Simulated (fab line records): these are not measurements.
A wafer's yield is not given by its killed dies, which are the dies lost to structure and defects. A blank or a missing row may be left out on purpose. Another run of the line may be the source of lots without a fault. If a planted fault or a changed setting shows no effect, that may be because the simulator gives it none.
Comparing a struck lot with a sound one -- flow n5_finfet -- 15 out of 1938 route steps
Sound: the wafers L165.4, L165.5, L165.6. Struck: wafer L178.5 (left out: L178.6, a lot-mate that was not struck); the cause follows at the end.
Per side, at each step with rows, come the tool, then ch with its chambers, and then its first start. Under that, the readings that differ: sound wafers -- struck wafers -- difference of the means -- sigmas: that difference in standard deviations of wafers without a fault.
alike: a reading whose means differ by less than 2 such deviations, as well as words and numbers matching on both sides. not compared: withheld readings; readings where some wafer has no value; bounds like >300 that might hide an equal value; numbers whose values overlap and for which the record gives no deviation.
The two part at a step that has a row with sigmas, a row that says differs or no value, or rows on one side only. Numbers that have no deviation but don't overlap get no sigmas and don't part them. A reading that every wafer of one side lacks parts them only if that side has two wafers or more.

first, 7 steps without rows for these wafers: N5_BEOL_M0_SAQP_COAT_87 (time 60 s, resist thk 5 nm); N5_BEOL_M0_SAQP_COAT_34 (resist thk 30 nm); N5_BEOL_M0_SAQP_EBR_36; N5_BEOL_M0_SAQP_SOFTBAKE_35 (time 60 s); N5_BEOL_M0_SAQP_EXPOSE_37 (exposes mask M0 CUT1, target cd 30 nm); N5_BEOL_M0_SAQP_PEB_38 (peb time 60 s); N5_BEOL_M0_SAQP_DEVELOP_39 (develop time 30 s).
N5_BEOL_M0_SAQP_CD_MEAS_40 targets a cd of 30 nm.
  sound on cd_sem-02 ch 0, day 7 04:21; struck on cd_sem-02 ch 0, day 10 08:21
  alike: cd_nm
N5_BEOL_M0_SAQP_OVL_MEAS_41:
  sound on overlay-02 ch 0, day 7 04:24; struck on overlay-01 ch 0, day 10 08:24
  alike: M0_CUT1_OVL
N5_BEOL_M0_SAQP_INSPECT_42: inspects for defects (brightfield).
  struck on defect_inspect-01, day 10 08:26; sound on defect_inspect-01, day 7 04:27
  alike: raw_defect_count
N5_BEOL_M0_SAQP_DESCUM_45: chemistry O2, time 7 s.
  sound on rie_diel-05 ch 1,2,3, day 7 04:29; struck on rie_diel-02 ch 1, day 10 08:29
  alike: drypump_motor_current_A, oes_product_au, rf_vpp_V, showerhead_plenum_p_Torr, throttle_valve_pct
  not compared: rf_hours_counter_h
N5_BEOL_M0_SAQP_ETCH_88: etches underlayer in N2/H2, target depth 6.5 nm, time 5.2 s.
  sound on rie_diel-05 ch 1,2,3, day 7 04:31; struck on rie_diel-02 ch 1, day 10 08:31
reading,sound,struck,difference,sigmas
etch_rf_on_time_s (s),5.35 5.14 5.23,5.10,-0.14,-2
  alike: drypump_motor_current_A, oes_product_au, rf_vpp_V, showerhead_plenum_p_Torr, throttle_valve_pct
  not compared: rf_hours_counter_h
N5_BEOL_M0_SAQP_ETCH_73: etches SiARC in CF4, target depth 19.5 nm, time 32.5 s.
  sound on rie_diel-05 ch 1,2,3, day 7 04:32; struck on rie_diel-02 ch 1, day 10 08:32
reading,sound,struck,difference,sigmas
etch_rf_on_time_s (s),33.2 31.9 32.6,23.1,-9.5,-21
oes_product_au (a.u.),0.62 0.66 0.60,0.89,+0.26,+4
  alike: drypump_motor_current_A, rf_vpp_V, showerhead_plenum_p_Torr, throttle_valve_pct
  not compared: rf_hours_counter_h
N5_BEOL_M0_SAQP_CUT_ETCH_46: etches SOC in N2/H2, target depth 135 nm, overetch 27 nm, time 202.5 s.
  sound on rie_diel-05 ch 1,2,3, day 7 04:34; struck on rie_diel-02 ch 1, day 10 08:38
  alike: drypump_motor_current_A, rf_vpp_V, showerhead_plenum_p_Torr, throttle_valve_pct
  not compared: rf_hours_counter_h
-- here the record skips 2 days between the struck wafers' starts before and after, leaving off in module BEOL_M0_SAQP and picking up in module BEOL_M4 (first step shown: number 1111 of the route) --
N5_BEOL_M4_RC_MEAS_101:
  sound on prober-01 ch 0, day 8 23:05; struck on prober-02 ch 0, day 12 14:35
  alike: DIBL_N, DIBL_P, IOFF_N, IOFF_P, ION_N, ION_P, SS_N, SS_P, VT_N, VT_P

WHERE THEY PART
Earliest at N5_BEOL_M0_SAQP_ETCH_88; latest, in this record, at N5_BEOL_M0_SAQP_ETCH_73. Later steps at which nothing parts them and some readings are alike: N5_BEOL_M0_SAQP_CUT_ETCH_46, N5_BEOL_M4_RC_MEAS_101.

WHY: the cause the simulator had injected
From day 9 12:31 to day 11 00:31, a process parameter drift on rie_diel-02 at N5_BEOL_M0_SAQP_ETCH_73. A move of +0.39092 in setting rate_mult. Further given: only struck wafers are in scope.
